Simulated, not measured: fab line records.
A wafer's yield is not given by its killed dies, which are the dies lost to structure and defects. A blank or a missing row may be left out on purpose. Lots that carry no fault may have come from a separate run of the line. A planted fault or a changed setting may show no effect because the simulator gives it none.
Matching of chambers ; flow n5 finfet ; pecvd-04 running N5_BEOL_M12_DEP_53: 3 sister chambers
The step deposits SiCN from 3MS/NH3, target thk 30 nm, time 10.5 s. 6 wafers are shown with their chamber, then 8 later ones without.

== WAFERS WITH THEIR CHAMBER ==
wafer;chamber;throttle valve pct (%);showerhead plenum p Torr (Torr)
L086.5;0;19.4;4.144
L086.6;2;16.9;4.155
L084.1;1;17.3;4.196
L084.5;1;17.9;4.196
L084.6;0;19.5;4.159
L089.1;2;16.7;4.151

== WAFERS MISSING THEIR CHAMBER ==
wafer;throttle valve pct (%);showerhead plenum p Torr (Torr)
L089.2;17.2;4.202
L089.3;19.0;4.131
L093.3;17.6;4.196
L093.5;19.2;4.138
L093.6;17.4;4.153
L095.1;17.3;4.146
L095.2;18.9;4.158
L095.4;17.1;4.151

== EACH ONE'S CHAMBER ==
wafer;from the rows above;in truth
L089.2;1;1
L089.3;0;0
L093.3;1;1
L093.5;0;0
L093.6;2;2
L095.1;2;2
L095.2;0;0
L095.4;2;2
Placed correctly: 8 of 8. Number that these rows cannot place: 0. Placed wrongly: 0.
How it was worked out, from the rows above alone: a wafer's distance from a chamber is the root of the sum, over the readings, of the square of ((its reading less the chamber's mean) divided by the reading's scatter). The wafer belongs to the nearest chamber; if the next one is less than 2 further off, it can't be placed. Each chamber's mean is taken over the wafers shown for it. How the scatter is found: for the shown wafers, subtract from each reading the mean of its chamber, square and add these, divide the total by (wafers less chambers), then take the root.
